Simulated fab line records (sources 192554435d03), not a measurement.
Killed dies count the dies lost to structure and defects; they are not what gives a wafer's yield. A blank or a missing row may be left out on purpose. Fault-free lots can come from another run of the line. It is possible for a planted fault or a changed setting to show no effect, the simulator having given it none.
Chamber matching | flow n5Finfet | N5_BEOL_M6_DESCUM_33 on rieDiel-02 has 4 sister chambers
The step chemistry O2, time 7 s. 14 wafers are shown with their chamber, then 7 later ones without.

## WAFERS WITH THEIR CHAMBER
wafer  | chamber | drypumpMotorCurrentA (A) | throttleValvePct (%) | showerheadPlenumPTorr (Torr)
L074.1 | 3       | 5.2                      | 20.35                | 2.09
L074.3 | 0       | 6.1                      | 20.36                | 2.14
L074.4 | 2       | 6.6                      | 20.84                | 2.18
L080.2 | 3       | 5.2                      | 20.36                | 2.09
L080.5 | 0       | 6.1                      | 20.37                | 2.14
L080.6 | 3       | 5.2                      | 20.35                | 2.09
L082.2 | 0       | 6.2                      | 20.38                | 2.14
L082.4 | 3       | 5.2                      | 20.37                | 2.08
L082.5 | 0       | 6.2                      | 20.38                | 2.14
L084.1 | 1       | 5.8                      | 20.64                | 2.08
L084.5 | 1       | 5.8                      | 20.63                | 2.08
L084.6 | 2       | 6.6                      | 20.86                | 2.17
L085.2 | 2       | 6.7                      | 20.87                | 2.17
L085.3 | 3       | 5.2                      | 20.39                | 2.08

SIGNATURES (averages over the wafers above)
reading               | chamber 0 | chamber 1 | chamber 2 | chamber 3 | scatter within a chamber
drypumpMotorCurrentA  | 6.150     | 5.800     | 6.633     | 5.200     | 0.0408
throttleValvePct      | 20.3725   | 20.6350   | 20.8567   | 20.3640   | 0.0138
showerheadPlenumPTorr | 2.1400    | 2.0800    | 2.1733    | 2.0860    | 0.00432
Rule: a wafer lies at a distance from a chamber equal to the root of the sum of squares, over the readings, of (its reading less the chamber's mean, divided by the reading's scatter). The wafer belongs to the nearest chamber; if the next one is less than 2 further off, it can't be placed. The scatter: take each reading less its chamber's mean, square it, sum over the shown wafers, divide by the number of wafers less the number of chambers, and take the root.

## WAFERS WITHOUT THEIR CHAMBER
wafer  | drypumpMotorCurrentA (A) | throttleValvePct (%) | showerheadPlenumPTorr (Torr)
L085.4 | 6.2                      | 20.40                | 2.13
L088.1 | 5.2                      | 20.38                | 2.08
L088.2 | 5.8                      | 20.64                | 2.08
L088.5 | 5.8                      | 20.63                | 2.08
L092.2 | 6.2                      | 20.41                | 2.13
L092.4 | 5.2                      | 20.40                | 2.08
L092.5 | 6.1                      | 20.40                | 2.13

## CHAMBER TAKEN BY EACH
wafer  | from the rows above | in truth
L085.4 | 0                   | 0
L088.1 | 3                   | 3
L088.2 | 1                   | 1
L088.5 | 1                   | 1
L092.2 | 0                   | 0
L092.4 | 3                   | 3
L092.5 | 0                   | 0
Correctly placed: 7 of 7. Left unplaced by these rows: 0. 0 placed wrongly.
